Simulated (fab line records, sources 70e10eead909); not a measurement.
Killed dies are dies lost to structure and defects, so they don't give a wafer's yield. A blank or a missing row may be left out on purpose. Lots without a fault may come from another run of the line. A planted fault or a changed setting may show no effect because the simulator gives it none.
Chamber matching | flow nand_harc | NHARC_P_M0_STRIP_18 on rie_diel-08: 4 sister chambers
The step strips in N2/H2. 14 wafers are shown with their chamber, then 7 later ones without.

WAFERS WITH THEIR CHAMBER
wafer  | chamber | showerhead_plenum_p_Torr (Torr) | drypump_motor_current_A (A) | rf_vpp_V (V)
L105.3 | 3       | 1.96                            | 5.4                         | 90.7
L105.4 | 0       | 2.12                            | 6.8                         | 91.5
L105.5 | 0       | 2.12                            | 6.8                         | 91.1
L107.2 | 1       | 2.09                            | 5.7                         | 93.1
L107.5 | 1       | 2.09                            | 5.8                         | 91.7
L107.6 | 0       | 2.12                            | 6.8                         | 91.1
L111.3 | 1       | 2.09                            | 5.8                         | 91.4
L111.4 | 3       | 1.95                            | 5.4                         | 88.6
L111.6 | 2       | 1.98                            | 5.4                         | 89.5
L110.4 | 0       | 2.12                            | 6.8                         | 91.0
L110.5 | 2       | 1.98                            | 5.4                         | 89.8
L110.6 | 3       | 1.95                            | 5.4                         | 90.7
L121.3 | 0       | 2.11                            | 6.8                         | 91.7
L121.4 | 3       | 1.95                            | 5.3                         | 89.1

SIGNATURES (means of the wafers above)
reading                  | chamber 0 | chamber 1 | chamber 2 | chamber 3 | scatter within a chamber
showerhead_plenum_p_Torr | 2.1180    | 2.0900    | 1.9800    | 1.9525    | 0.00394
drypump_motor_current_A  | 6.800     | 5.767     | 5.400     | 5.375     | 0.0376
rf_vpp_V                 | 91.280    | 92.067    | 89.650    | 89.775    | 0.749
Rule: a wafer's distance from a chamber is the root of the sum, over the readings, of the square of ((its reading less the chamber's mean) divided by the reading's scatter). The wafer belongs to the nearest chamber; if the next one is less than 2 further off, it can't be placed. The scatter: the root of (the sum of the squares of (reading less its chamber's mean) over the shown wafers, divided by (wafers less chambers)).

WAFERS WITHOUT THEIR CHAMBER
wafer  | showerhead_plenum_p_Torr (Torr) | drypump_motor_current_A (A) | rf_vpp_V (V)
L121.5 | 2.11                            | 6.8                         | 90.9
L123.1 | 1.95                            | 5.3                         | 90.7
L123.2 | 1.97                            | 5.4                         | 91.5
L123.3 | 2.08                            | 5.7                         | 91.2
L128.1 | 2.08                            | 5.8                         | 91.0
L128.2 | 1.97                            | 5.4                         | 89.8
L128.6 | 1.97                            | 5.4                         | 89.7

WHICH CHAMBER EACH WENT THROUGH
wafer  | from the rows above     | in truth
L121.5 | 0                       | 0
L123.1 | 3                       | 3
L123.2 | can't be placed: 2 or 3 | 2
L123.3 | 1                       | 1
L128.1 | 1                       | 1
L128.2 | can't be placed: 2 or 3 | 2
L128.6 | can't be placed: 2 or 3 | 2
Placed correctly: 4 of 7. Can't be placed from these rows: 3 (the true chamber is among the candidates in 3). Placed wrongly: 0.
